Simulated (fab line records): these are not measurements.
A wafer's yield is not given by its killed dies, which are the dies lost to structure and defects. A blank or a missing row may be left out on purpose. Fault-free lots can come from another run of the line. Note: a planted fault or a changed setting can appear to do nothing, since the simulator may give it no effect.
The tool behind it: which one? / flow nandHarc / 24 lots, 72 wafers sampled, at 6 steps of a route of 1302

== WHAT THE GAUGES SHOWED, per wafer ==
NHARC_P_M0_INSPECT_11.
lot=L074; measured=day 5 21:43; on=defectInspect-02; rawDefectCount=4 1 0
lot=L075; measured=day 6 13:35; on=defectInspect-01; rawDefectCount=0 3 1
lot=L076; measured=day 7 01:34; on=defectInspect-01; rawDefectCount=3 3 4
lot=L077; measured=day 7 02:49; on=defectInspect-02; rawDefectCount=2 4 6
lot=L078; measured=day 7 14:45; on=defectInspect-01; rawDefectCount=11 7 10
lot=L079; measured=day 8 02:09; on=defectInspect-02; rawDefectCount=3 5 3
lot=L080; measured=day 8 12:22; on=defectInspect-02; rawDefectCount=4 7 2
lot=L081; measured=day 9 04:14; on=defectInspect-02; rawDefectCount=11 7 8
lot=L082; measured=day 9 05:52; on=defectInspect-01; rawDefectCount=2 6 5
lot=L083; measured=day 9 23:31; on=defectInspect-02; rawDefectCount=2 4 6
lot=L084; measured=day 10 04:09; on=defectInspect-01; rawDefectCount=4 7 5
lot=L085; measured=day 10 16:35; on=defectInspect-01; rawDefectCount=14 12 13
lot=L086; measured=day 11 09:08; on=defectInspect-01; rawDefectCount=1 4 1
lot=L087; measured=day 11 09:23; on=defectInspect-01; rawDefectCount=3 4 2
lot=L089; measured=day 12 02:15; on=defectInspect-01; rawDefectCount=6 4 2
lot=L088; measured=day 12 03:14; on=defectInspect-01; rawDefectCount=1 1 1
lot=L090; measured=day 12 18:58; on=defectInspect-02; rawDefectCount=6 4 7
lot=L091; measured=day 12 20:46; on=defectInspect-01; rawDefectCount=1 4 1
lot=L092; measured=day 13 14:05; on=defectInspect-01; rawDefectCount=4 1 2
lot=L093; measured=day 13 21:38; on=defectInspect-01; rawDefectCount=2 5 1
lot=L094; measured=day 14 08:40; on=defectInspect-01; rawDefectCount=3 7 4
lot=L095; measured=day 14 15:27; on=defectInspect-02; rawDefectCount=4 2 1
lot=L096; measured=day 15 04:47; on=defectInspect-01; rawDefectCount=4 6 11
lot=L097; measured=day 15 11:22; on=defectInspect-01; rawDefectCount=6 5 2

== EACH LOT AND THE TOOL THAT RAN IT (in order: tool; ch and the chambers of the sampled wafers; start) ==
lot=L074; NHARC_P_GATE_DESCUM_93=rieDiel-08 ch 0,1, day 5 13:08; NHARC_P_GATE_STRIP_113=plasmaAsher-02 ch 1, day 5 13:37; NHARC_P_GATE_STRIP_95=plasmaAsher-02 ch 1, day 5 14:13; NHARC_P_CONTACT_PVD_32=pvdSputter-02, day 5 20:28 or earlier; NHARC_P_CONTACT_CMP_24=cmp-02 ch 1,2,3, day 5 20:28
lot=L075; NHARC_P_GATE_DESCUM_93=rieDiel-08 ch 0,1,2, day 6 04:45; NHARC_P_GATE_STRIP_113=plasmaAsher-02 ch 0,1, day 6 05:06; NHARC_P_GATE_STRIP_95=plasmaAsher-02 ch 0,1, day 6 05:49; NHARC_P_CONTACT_PVD_32=pvdSputter-03, day 6 12:10 or earlier; NHARC_P_CONTACT_CMP_24=cmp-01 ch 0,1,2, day 6 12:10
lot=L076; NHARC_P_GATE_DESCUM_93=rieDiel-07 ch 0,2,3, day 6 16:46; NHARC_P_GATE_STRIP_113=plasmaAsher-02 ch 0,1, day 6 17:08; NHARC_P_GATE_STRIP_95=plasmaAsher-02 ch 0,1, day 6 17:50; NHARC_P_CONTACT_PVD_32=pvdSputter-01, day 7 00:07 or earlier; NHARC_P_CONTACT_CMP_24=cmp-02 ch 0,1,2, day 7 00:07
lot=L077; NHARC_P_GATE_DESCUM_93=rieDiel-04 ch 0,2,3, day 6 18:02; NHARC_P_GATE_STRIP_113=plasmaAsher-02 ch 0,1, day 6 18:39; NHARC_P_GATE_STRIP_95=plasmaAsher-02 ch 0,1, day 6 19:08; NHARC_P_CONTACT_PVD_32=pvdSputter-01, day 7 01:32 or earlier; NHARC_P_CONTACT_CMP_24=cmp-01 ch 0,1,2, day 7 01:32
lot=L078; NHARC_P_GATE_DESCUM_93=rieDiel-07 ch 0,2,3, day 7 05:42; NHARC_P_GATE_STRIP_113=plasmaAsher-01 ch 0,1, day 7 06:10; NHARC_P_GATE_STRIP_95=plasmaAsher-01 ch 0,1, day 7 06:46; NHARC_P_CONTACT_PVD_32=pvdSputter-03, day 7 13:20 or earlier; NHARC_P_CONTACT_CMP_24=cmp-03 ch 1,2,3, day 7 13:20
lot=L079; NHARC_P_GATE_DESCUM_93=rieDiel-08 ch 0,2, day 7 17:05; NHARC_P_GATE_STRIP_113=plasmaAsher-01 ch 1, day 7 17:34; NHARC_P_GATE_STRIP_95=plasmaAsher-01 ch 1, day 7 18:11; NHARC_P_CONTACT_PVD_32=pvdSputter-02, day 7 23:40; NHARC_P_CONTACT_CMP_24=cmp-02 ch 1,2,3, day 8 00:43
lot=L080; NHARC_P_GATE_DESCUM_93=rieDiel-08 ch 0,2, day 8 03:23; NHARC_P_GATE_STRIP_113=plasmaAsher-02 ch 0,1, day 8 03:46; NHARC_P_GATE_STRIP_95=plasmaAsher-02 ch 0,1, day 8 04:29; NHARC_P_CONTACT_PVD_32=pvdSputter-01, day 8 11:04 or earlier; NHARC_P_CONTACT_CMP_24=cmp-01 ch 0,3, day 8 11:04
lot=L081; NHARC_P_GATE_DESCUM_93=rieDiel-08 ch 0,1,3, day 8 19:06; NHARC_P_GATE_STRIP_113=plasmaAsher-01 ch 0,1, day 8 19:29; NHARC_P_GATE_STRIP_95=plasmaAsher-01 ch 0,1, day 8 20:13; NHARC_P_CONTACT_PVD_32=pvdSputter-02, day 9 02:46 or earlier; NHARC_P_CONTACT_CMP_24=cmp-02 ch 0,3, day 9 02:46
lot=L082; NHARC_P_GATE_DESCUM_93=rieDiel-04 ch 1,2,3, day 8 21:17; NHARC_P_GATE_STRIP_113=plasmaAsher-01 ch 0,1, day 8 21:40; NHARC_P_GATE_STRIP_95=plasmaAsher-01 ch 0,1, day 8 22:22; NHARC_P_CONTACT_PVD_32=pvdSputter-02, day 9 04:34 or earlier; NHARC_P_CONTACT_CMP_24=cmp-03 ch 0,2,3, day 9 04:34
lot=L083; NHARC_P_GATE_DESCUM_93=rieDiel-07 ch 0,1,3, day 9 14:34; NHARC_P_GATE_STRIP_113=plasmaAsher-02 ch 0,1, day 9 15:04; NHARC_P_GATE_STRIP_95=plasmaAsher-02 ch 0,1, day 9 15:40; NHARC_P_CONTACT_PVD_32=pvdSputter-01, day 9 22:05 or earlier; NHARC_P_CONTACT_CMP_24=cmp-03 ch 0,1,2, day 9 22:05
lot=L084; NHARC_P_GATE_DESCUM_93=rieDiel-08 ch 0,1,3, day 9 19:31; NHARC_P_GATE_STRIP_113=plasmaAsher-02 ch 0, day 9 19:53; NHARC_P_GATE_STRIP_95=plasmaAsher-02 ch 0, day 9 20:37; NHARC_P_CONTACT_PVD_32=pvdSputter-03, day 10 02:51 or earlier; NHARC_P_CONTACT_CMP_24=cmp-02 ch 0,3, day 10 02:51
lot=L085; NHARC_P_GATE_DESCUM_93=rieDiel-04 ch 1,2, day 10 07:41; NHARC_P_GATE_STRIP_113=plasmaAsher-02 ch 0,1, day 10 08:25; NHARC_P_GATE_STRIP_95=plasmaAsher-02 ch 0,1, day 10 08:48; NHARC_P_CONTACT_PVD_32=pvdSputter-02, day 10 15:11 or earlier; NHARC_P_CONTACT_CMP_24=cmp-01 ch 0,2,3, day 10 15:11
lot=L086; NHARC_P_GATE_DESCUM_93=rieDiel-04 ch 0,1, day 11 00:10; NHARC_P_GATE_STRIP_113=plasmaAsher-01 ch 0,1, day 11 00:46; NHARC_P_GATE_STRIP_95=plasmaAsher-01 ch 0,1, day 11 01:16; NHARC_P_CONTACT_PVD_32=pvdSputter-02, day 11 07:50 or earlier; NHARC_P_CONTACT_CMP_24=cmp-01 ch 2,3, day 11 07:50
lot=L087; NHARC_P_GATE_DESCUM_93=rieDiel-08 ch 1,2,3, day 11 00:26; NHARC_P_GATE_STRIP_113=plasmaAsher-02 ch 0,1, day 11 00:59; NHARC_P_GATE_STRIP_95=plasmaAsher-02 ch 0,1, day 11 01:35; NHARC_P_CONTACT_PVD_32=pvdSputter-03, day 11 07:57 or earlier; NHARC_P_CONTACT_CMP_24=cmp-02 ch 1,2,3, day 11 07:57
lot=L089; NHARC_P_GATE_DESCUM_93=rieDiel-07 ch 1,2, day 11 16:48; NHARC_P_GATE_STRIP_113=plasmaAsher-01 ch 0,1, day 11 17:31; NHARC_P_GATE_STRIP_95=plasmaAsher-01 ch 0,1, day 11 17:55; NHARC_P_CONTACT_PVD_32=pvdSputter-02, day 12 00:50 or earlier; NHARC_P_CONTACT_CMP_24=cmp-03 ch 0,3, day 12 00:50
lot=L088; NHARC_P_GATE_DESCUM_93=rieDiel-08 ch 0,2,3, day 11 18:02; NHARC_P_GATE_STRIP_113=plasmaAsher-02 ch 0,1, day 11 18:25; NHARC_P_GATE_STRIP_95=plasmaAsher-02 ch 0,1, day 11 19:08; NHARC_P_CONTACT_PVD_32=pvdSputter-02, day 12 01:49 or earlier; NHARC_P_CONTACT_CMP_24=cmp-03 ch 0,1, day 12 01:49
lot=L090; NHARC_P_GATE_DESCUM_93=rieDiel-07 ch 0,1,2, day 12 09:45; NHARC_P_GATE_STRIP_113=plasmaAsher-01 ch 0,1, day 12 10:14; NHARC_P_GATE_STRIP_95=plasmaAsher-01 ch 0,1, day 12 10:50; NHARC_P_CONTACT_PVD_32=pvdSputter-02, day 12 17:32 or earlier; NHARC_P_CONTACT_CMP_24=cmp-03 ch 0,2,3, day 12 17:32
lot=L091; NHARC_P_GATE_DESCUM_93=rieDiel-07 ch 0,1, day 12 11:58; NHARC_P_GATE_STRIP_113=plasmaAsher-02 ch 0,1, day 12 12:20; NHARC_P_GATE_STRIP_95=plasmaAsher-02 ch 0,1, day 12 13:03; NHARC_P_CONTACT_PVD_32=pvdSputter-01, day 12 19:22 or earlier; NHARC_P_CONTACT_CMP_24=cmp-02 ch 0,2,3, day 12 19:22
lot=L092; NHARC_P_GATE_DESCUM_93=rieDiel-08 ch 0,2, day 13 05:02; NHARC_P_GATE_STRIP_113=plasmaAsher-02 ch 0, day 13 05:24; NHARC_P_GATE_STRIP_95=plasmaAsher-02 ch 0, day 13 06:07; NHARC_P_CONTACT_PVD_32=pvdSputter-03, day 13 12:38 or earlier; NHARC_P_CONTACT_CMP_24=cmp-02 ch 0,1,3, day 13 12:38
lot=L093; NHARC_P_GATE_DESCUM_93=rieDiel-08 ch 0,1,2, day 13 12:53; NHARC_P_GATE_STRIP_113=plasmaAsher-01 ch 0,1, day 13 13:13; NHARC_P_GATE_STRIP_95=plasmaAsher-01 ch 0,1, day 13 13:56; NHARC_P_CONTACT_PVD_32=pvdSputter-01, day 13 20:20 or earlier; NHARC_P_CONTACT_CMP_24=cmp-02 ch 1,3, day 13 20:20
lot=L094; NHARC_P_GATE_DESCUM_93=rieDiel-04 ch 0,2, day 13 23:58; NHARC_P_GATE_STRIP_113=plasmaAsher-01 ch 0,1, day 14 00:20; NHARC_P_GATE_STRIP_95=plasmaAsher-01 ch 0,1, day 14 01:02; NHARC_P_CONTACT_PVD_32=pvdSputter-01, day 14 07:23 or earlier; NHARC_P_CONTACT_CMP_24=cmp-03 ch 0,2, day 14 07:23
lot=L095; NHARC_P_GATE_DESCUM_93=rieDiel-08 ch 2,3, day 14 06:23; NHARC_P_GATE_STRIP_113=plasmaAsher-02 ch 0,1, day 14 07:00; NHARC_P_GATE_STRIP_95=plasmaAsher-02 ch 0,1, day 14 07:29; NHARC_P_CONTACT_PVD_32=pvdSputter-03, day 14 14:13 or earlier; NHARC_P_CONTACT_CMP_24=cmp-03 ch 0,1,2, day 14 14:13
lot=L096; NHARC_P_GATE_DESCUM_93=rieDiel-08 ch 1,2,3, day 14 19:57; NHARC_P_GATE_STRIP_113=plasmaAsher-01 ch 0,1, day 14 20:26; NHARC_P_GATE_STRIP_95=plasmaAsher-01 ch 0,1, day 14 21:02; NHARC_P_CONTACT_PVD_32=pvdSputter-03, day 15 03:23 or earlier; NHARC_P_CONTACT_CMP_24=cmp-02 ch 0,1,3, day 15 03:23
lot=L097; NHARC_P_GATE_DESCUM_93=rieDiel-04 ch 1,2,3, day 15 02:29; NHARC_P_GATE_STRIP_113=plasmaAsher-01 ch 0,1, day 15 03:05; NHARC_P_GATE_STRIP_95=plasmaAsher-01 ch 0,1, day 15 03:35; NHARC_P_CONTACT_PVD_32=pvdSputter-01, day 15 09:56 or earlier; NHARC_P_CONTACT_CMP_24=cmp-02 ch 0,1, day 15 09:56
- NHARC_P_GATE_DESCUM_93: chemistry O2, time 3 s.
- NHARC_P_GATE_STRIP_113: strips in N2/H2, time 740 s.
- NHARC_P_GATE_STRIP_95: strips in O2.
- NHARC_P_CONTACT_PVD_32: deposits Ti, target thk 5 nm, time 17.7 s.
- NHARC_P_CONTACT_CMP_24: polishes, t overpolish 30 s, target thk 200 nm.

== AS READ BY THE TOOLS THEMSELVES (means over the sampled wafers that have a number; for cases with no such wafer, the mark the record gives instead) ==
NHARC_P_GATE_DESCUM_93.
lot=L074; tool=rieDiel-08; drypumpMotorCurrentA (A)=5.3; oesProductAu (a.u.)=1.008; rfVppV (V)=58.7; showerheadPlenumPTorr (Torr)=1.90; throttleValvePct (%)=11.317
lot=L075; tool=rieDiel-08; drypumpMotorCurrentA (A)=5.1; oesProductAu (a.u.)=1.013; rfVppV (V)=57.2; showerheadPlenumPTorr (Torr)=1.91; throttleValvePct (%)=11.313
lot=L076; tool=rieDiel-07; drypumpMotorCurrentA (A)=6.0; oesProductAu (a.u.)=0.994; rfVppV (V)=57.5; showerheadPlenumPTorr (Torr)=1.90; throttleValvePct (%)=11.306
lot=L077; tool=rieDiel-04; drypumpMotorCurrentA (A)=5.8; oesProductAu (a.u.)=1.007; rfVppV (V)=57.8; showerheadPlenumPTorr (Torr)=1.91; throttleValvePct (%)=11.310
lot=L078; tool=rieDiel-07; drypumpMotorCurrentA (A)=6.0; oesProductAu (a.u.)=0.987; rfVppV (V)=57.1; showerheadPlenumPTorr (Torr)=1.90; throttleValvePct (%)=11.303
lot=L079; tool=rieDiel-08; drypumpMotorCurrentA (A)=5.2; oesProductAu (a.u.)=1.010; rfVppV (V)=57.7; showerheadPlenumPTorr (Torr)=1.84; throttleValvePct (%)=11.307
lot=L080; tool=rieDiel-08; drypumpMotorCurrentA (A)=5.2; oesProductAu (a.u.)=1.010; rfVppV (V)=58.1; showerheadPlenumPTorr (Torr)=1.84; throttleValvePct (%)=11.311
lot=L081; tool=rieDiel-08; drypumpMotorCurrentA (A)=5.7; oesProductAu (a.u.)=1.022; rfVppV (V)=58.4; showerheadPlenumPTorr (Torr)=1.92; throttleValvePct (%)=11.319
lot=L082; tool=rieDiel-04; drypumpMotorCurrentA (A)=5.9; oesProductAu (a.u.)=1.015; rfVppV (V)=57.7; showerheadPlenumPTorr (Torr)=1.90; throttleValvePct (%)=11.313
lot=L083; tool=rieDiel-07; drypumpMotorCurrentA (A)=5.9; oesProductAu (a.u.)=0.992; rfVppV (V)=57.8; showerheadPlenumPTorr (Torr)=1.93; throttleValvePct (%)=11.300
lot=L084; tool=rieDiel-08; drypumpMotorCurrentA (A)=5.7; oesProductAu (a.u.)=1.018; rfVppV (V)=58.3; showerheadPlenumPTorr (Torr)=1.92; throttleValvePct (%)=11.322
lot=L085; tool=rieDiel-04; drypumpMotorCurrentA (A)=6.3; oesProductAu (a.u.)=1.003; rfVppV (V)=57.1; showerheadPlenumPTorr (Torr)=1.90; throttleValvePct (%)=11.307
lot=L086; tool=rieDiel-04; drypumpMotorCurrentA (A)=6.0; oesProductAu (a.u.)=0.975; rfVppV (V)=57.7; showerheadPlenumPTorr (Torr)=1.95; throttleValvePct (%)=11.314
lot=L087; tool=rieDiel-08; drypumpMotorCurrentA (A)=5.6; oesProductAu (a.u.)=1.009; rfVppV (V)=58.4; showerheadPlenumPTorr (Torr)=1.93; throttleValvePct (%)=11.313
lot=L089; tool=rieDiel-07; drypumpMotorCurrentA (A)=6.1; oesProductAu (a.u.)=1.011; rfVppV (V)=58.0; showerheadPlenumPTorr (Torr)=2.00; throttleValvePct (%)=11.315
lot=L088; tool=rieDiel-08; drypumpMotorCurrentA (A)=5.6; oesProductAu (a.u.)=1.011; rfVppV (V)=57.7; showerheadPlenumPTorr (Torr)=1.86; throttleValvePct (%)=11.305
lot=L090; tool=rieDiel-07; drypumpMotorCurrentA (A)=5.9; oesProductAu (a.u.)=0.997; rfVppV (V)=58.5; showerheadPlenumPTorr (Torr)=1.98; throttleValvePct (%)=11.314
lot=L091; tool=rieDiel-07; drypumpMotorCurrentA (A)=5.9; oesProductAu (a.u.)=1.003; rfVppV (V)=58.8; showerheadPlenumPTorr (Torr)=2.01; throttleValvePct (%)=11.310
lot=L092; tool=rieDiel-08; drypumpMotorCurrentA (A)=5.1; oesProductAu (a.u.)=0.996; rfVppV (V)=57.4; showerheadPlenumPTorr (Torr)=1.85; throttleValvePct (%)=11.306
lot=L093; tool=rieDiel-08; drypumpMotorCurrentA (A)=5.1; oesProductAu (a.u.)=1.011; rfVppV (V)=58.0; showerheadPlenumPTorr (Torr)=1.91; throttleValvePct (%)=11.300
lot=L094; tool=rieDiel-04; drypumpMotorCurrentA (A)=6.1; oesProductAu (a.u.)=0.996; rfVppV (V)=57.4; showerheadPlenumPTorr (Torr)=1.89; throttleValvePct (%)=11.322
lot=L095; tool=rieDiel-08; drypumpMotorCurrentA (A)=5.4; oesProductAu (a.u.)=1.007; rfVppV (V)=57.4; showerheadPlenumPTorr (Torr)=1.87; throttleValvePct (%)=11.310
lot=L096; tool=rieDiel-08; drypumpMotorCurrentA (A)=5.6; oesProductAu (a.u.)=0.997; rfVppV (V)=57.8; showerheadPlenumPTorr (Torr)=1.93; throttleValvePct (%)=11.319
lot=L097; tool=rieDiel-04; drypumpMotorCurrentA (A)=6.0; oesProductAu (a.u.)=1.014; rfVppV (V)=58.1; showerheadPlenumPTorr (Torr)=1.89; throttleValvePct (%)=11.317

NHARC_P_GATE_STRIP_113.
lot=L074; tool=plasmaAsher-02; drypumpMotorCurrentA (A)=6.5; heaterPowerW (W)=80
lot=L075; tool=plasmaAsher-02; drypumpMotorCurrentA (A)=6.0; heaterPowerW (W)=80
lot=L076; tool=plasmaAsher-02; drypumpMotorCurrentA (A)=5.5; heaterPowerW (W)=80
lot=L077; tool=plasmaAsher-02; drypumpMotorCurrentA (A)=5.5; heaterPowerW (W)=79
lot=L078; tool=plasmaAsher-01; drypumpMotorCurrentA (A)=5.6; heaterPowerW (W)=89
lot=L079; tool=plasmaAsher-01; drypumpMotorCurrentA (A)=5.5; heaterPowerW (W)=92
lot=L080; tool=plasmaAsher-02; drypumpMotorCurrentA (A)=5.5; heaterPowerW (W)=80
lot=L081; tool=plasmaAsher-01; drypumpMotorCurrentA (A)=5.7; heaterPowerW (W)=87
lot=L082; tool=plasmaAsher-01; drypumpMotorCurrentA (A)=5.6; heaterPowerW (W)=87
lot=L083; tool=plasmaAsher-02; drypumpMotorCurrentA (A)=5.4; heaterPowerW (W)=80
lot=L084; tool=plasmaAsher-02; drypumpMotorCurrentA (A)=5.0; heaterPowerW (W)=79
lot=L085; tool=plasmaAsher-02; drypumpMotorCurrentA (A)=5.5; heaterPowerW (W)=80
lot=L086; tool=plasmaAsher-01; drypumpMotorCurrentA (A)=5.6; heaterPowerW (W)=86
lot=L087; tool=plasmaAsher-02; drypumpMotorCurrentA (A)=6.0; heaterPowerW (W)=80
lot=L089; tool=plasmaAsher-01; drypumpMotorCurrentA (A)=5.8; heaterPowerW (W)=85
lot=L088; tool=plasmaAsher-02; drypumpMotorCurrentA (A)=5.5; heaterPowerW (W)=76
lot=L090; tool=plasmaAsher-01; drypumpMotorCurrentA (A)=5.8; heaterPowerW (W)=85
lot=L091; tool=plasmaAsher-02; drypumpMotorCurrentA (A)=5.5; heaterPowerW (W)=76
lot=L092; tool=plasmaAsher-02; drypumpMotorCurrentA (A)=5.0; heaterPowerW (W)=74
lot=L093; tool=plasmaAsher-01; drypumpMotorCurrentA (A)=5.6; heaterPowerW (W)=86
lot=L094; tool=plasmaAsher-01; drypumpMotorCurrentA (A)=5.8; heaterPowerW (W)=84
lot=L095; tool=plasmaAsher-02; drypumpMotorCurrentA (A)=6.0; heaterPowerW (W)=79
lot=L096; tool=plasmaAsher-01; drypumpMotorCurrentA (A)=5.6; heaterPowerW (W)=86
lot=L097; tool=plasmaAsher-01; drypumpMotorCurrentA (A)=5.8; heaterPowerW (W)=85

NHARC_P_GATE_STRIP_95.
lot=L074; tool=plasmaAsher-02; drypumpMotorCurrentA (A)=6.5; heaterPowerW (W)=302
lot=L075; tool=plasmaAsher-02; drypumpMotorCurrentA (A)=6.0; heaterPowerW (W)=295
lot=L076; tool=plasmaAsher-02; drypumpMotorCurrentA (A)=5.5; heaterPowerW (W)=300
lot=L077; tool=plasmaAsher-02; drypumpMotorCurrentA (A)=5.5; heaterPowerW (W)=302
lot=L078; tool=plasmaAsher-01; drypumpMotorCurrentA (A)=5.6; heaterPowerW (W)=331
lot=L079; tool=plasmaAsher-01; drypumpMotorCurrentA (A)=5.5; heaterPowerW (W)=339
lot=L080; tool=plasmaAsher-02; drypumpMotorCurrentA (A)=5.5; heaterPowerW (W)=300
lot=L081; tool=plasmaAsher-01; drypumpMotorCurrentA (A)=5.7; heaterPowerW (W)=326
lot=L082; tool=plasmaAsher-01; drypumpMotorCurrentA (A)=5.6; heaterPowerW (W)=328
lot=L083; tool=plasmaAsher-02; drypumpMotorCurrentA (A)=5.5; heaterPowerW (W)=299
lot=L084; tool=plasmaAsher-02; drypumpMotorCurrentA (A)=5.0; heaterPowerW (W)=298
lot=L085; tool=plasmaAsher-02; drypumpMotorCurrentA (A)=5.5; heaterPowerW (W)=299
lot=L086; tool=plasmaAsher-01; drypumpMotorCurrentA (A)=5.6; heaterPowerW (W)=327
lot=L087; tool=plasmaAsher-02; drypumpMotorCurrentA (A)=6.0; heaterPowerW (W)=302
lot=L089; tool=plasmaAsher-01; drypumpMotorCurrentA (A)=5.8; heaterPowerW (W)=318
lot=L088; tool=plasmaAsher-02; drypumpMotorCurrentA (A)=5.5; heaterPowerW (W)=291
lot=L090; tool=plasmaAsher-01; drypumpMotorCurrentA (A)=5.8; heaterPowerW (W)=317
lot=L091; tool=plasmaAsher-02; drypumpMotorCurrentA (A)=5.5; heaterPowerW (W)=286
lot=L092; tool=plasmaAsher-02; drypumpMotorCurrentA (A)=5.0; heaterPowerW (W)=275
lot=L093; tool=plasmaAsher-01; drypumpMotorCurrentA (A)=5.6; heaterPowerW (W)=325
lot=L094; tool=plasmaAsher-01; drypumpMotorCurrentA (A)=5.8; heaterPowerW (W)=313
lot=L095; tool=plasmaAsher-02; drypumpMotorCurrentA (A)=6.0; heaterPowerW (W)=292
lot=L096; tool=plasmaAsher-01; drypumpMotorCurrentA (A)=5.6; heaterPowerW (W)=324
lot=L097; tool=plasmaAsher-01; drypumpMotorCurrentA (A)=5.8; heaterPowerW (W)=318

NHARC_P_CONTACT_PVD_32.
lot=L074; tool=pvdSputter-02; throttleValvePct (%)=29.4
lot=L075; tool=pvdSputter-03; throttleValvePct (%)=29.7
lot=L076; tool=pvdSputter-01; throttleValvePct (%)=29.0
lot=L077; tool=pvdSputter-01; throttleValvePct (%)=29.1
lot=L078; tool=pvdSputter-03; throttleValvePct (%)=29.8
lot=L079; tool=pvdSputter-02; throttleValvePct (%)=29.4
lot=L080; tool=pvdSputter-01; throttleValvePct (%)=29.0
lot=L081; tool=pvdSputter-02; throttleValvePct (%)=29.9
lot=L082; tool=pvdSputter-02; throttleValvePct (%)=29.8
lot=L083; tool=pvdSputter-01; throttleValvePct (%)=29.2
lot=L084; tool=pvdSputter-03; throttleValvePct (%)=30.4
lot=L085; tool=pvdSputter-02; throttleValvePct (%)=30.4
lot=L086; tool=pvdSputter-02; throttleValvePct (%)=30.3
lot=L087; tool=pvdSputter-03; throttleValvePct (%)=30.5
lot=L089; tool=pvdSputter-02; throttleValvePct (%)=30.4
lot=L088; tool=pvdSputter-02; throttleValvePct (%)=29.7
lot=L090; tool=pvdSputter-02; throttleValvePct (%)=30.2
lot=L091; tool=pvdSputter-01; throttleValvePct (%)=28.9
lot=L092; tool=pvdSputter-03; throttleValvePct (%)=30.6
lot=L093; tool=pvdSputter-01; throttleValvePct (%)=29.0
lot=L094; tool=pvdSputter-01; throttleValvePct (%)=29.1
lot=L095; tool=pvdSputter-03; throttleValvePct (%)=30.4
lot=L096; tool=pvdSputter-03; throttleValvePct (%)=30.3
lot=L097; tool=pvdSputter-01; throttleValvePct (%)=29.0

NHARC_P_CONTACT_CMP_24.
lot=L074; tool=cmp-02; motorCurrentA (A)=12.3; overpolishRunS (s)=30.000; timeToEndpointS (s)=42
lot=L075; tool=cmp-01; motorCurrentA (A)=12.1; overpolishRunS (s)=29.993; timeToEndpointS (s)=40
lot=L076; tool=cmp-02; motorCurrentA (A)=11.3; overpolishRunS (s)=29.998; timeToEndpointS (s)=43
lot=L077; tool=cmp-01; motorCurrentA (A)=12.2; overpolishRunS (s)=29.998; timeToEndpointS (s)=42
lot=L078; tool=cmp-03; motorCurrentA (A)=11.7; overpolishRunS (s)=30.002; timeToEndpointS (s)=41
lot=L079; tool=cmp-02; motorCurrentA (A)=12.3; overpolishRunS (s)=30.003; timeToEndpointS (s)=42
lot=L080; tool=cmp-01; motorCurrentA (A)=12.0; overpolishRunS (s)=29.997; timeToEndpointS (s)=42
lot=L081; tool=cmp-02; motorCurrentA (A)=11.4; overpolishRunS (s)=29.998; timeToEndpointS (s)=39
lot=L082; tool=cmp-03; motorCurrentA (A)=11.8; overpolishRunS (s)=30.003; timeToEndpointS (s)=42
lot=L083; tool=cmp-03; motorCurrentA (A)=12.5; overpolishRunS (s)=29.994; timeToEndpointS (s)=41
lot=L084; tool=cmp-02; motorCurrentA (A)=11.7; overpolishRunS (s)=30.000; timeToEndpointS (s)=42
lot=L085; tool=cmp-01; motorCurrentA (A)=11.6; overpolishRunS (s)=29.991; timeToEndpointS (s)=43
lot=L086; tool=cmp-01; motorCurrentA (A)=11.3; overpolishRunS (s)=30.002; timeToEndpointS (s)=42
lot=L087; tool=cmp-02; motorCurrentA (A)=12.4; overpolishRunS (s)=29.991; timeToEndpointS (s)=41
lot=L089; tool=cmp-03; motorCurrentA (A)=12.8; overpolishRunS (s)=29.997; timeToEndpointS (s)=41
lot=L088; tool=cmp-03; motorCurrentA (A)=12.7; overpolishRunS (s)=30.002; timeToEndpointS (s)=44
lot=L090; tool=cmp-03; motorCurrentA (A)=12.1; overpolishRunS (s)=30.001; timeToEndpointS (s)=39
lot=L091; tool=cmp-02; motorCurrentA (A)=11.8; overpolishRunS (s)=29.994; timeToEndpointS (s)=38
lot=L092; tool=cmp-02; motorCurrentA (A)=12.4; overpolishRunS (s)=29.994; timeToEndpointS (s)=36
lot=L093; tool=cmp-02; motorCurrentA (A)=12.9; overpolishRunS (s)=30.000; timeToEndpointS (s)=38
lot=L094; tool=cmp-03; motorCurrentA (A)=12.5; overpolishRunS (s)=30.000; timeToEndpointS (s)=40
lot=L095; tool=cmp-03; motorCurrentA (A)=12.1; overpolishRunS (s)=29.998; timeToEndpointS (s)=41
lot=L096; tool=cmp-02; motorCurrentA (A)=12.2; overpolishRunS (s)=30.000; timeToEndpointS (s)=37
lot=L097; tool=cmp-02; motorCurrentA (A)=11.7; overpolishRunS (s)=29.998; timeToEndpointS (s)=40

== THE ANSWER, worked out from the rows above alone ==
Rule: what is usual is taken from the lots themselves. Put in order of their means at a reading, lots are off if they are a third of the lots or fewer, leave a main group of 4 or more, and stand apart from it by a gap of 3 or more times the standard deviation of the main group's means; of several such gaps the widest counts. The tables above print the reading to a certain number of digits; a main group whose means all agree to those digits is not used. Also off: a lot with no number at a reading for which 4 or more lots have one. The other lots that the step has rows for count as sound. First the gauges in route order, then the tools' own readings, where a lot's mean is used as printed above. The first step at which some lot is off is used, and at that step the reading that is off furthest; a lot without a number counts as furthest.
No lot is off on any of the readings shown, so nothing can be concluded from this.

== WHAT THE SIMULATOR PUT IN ==
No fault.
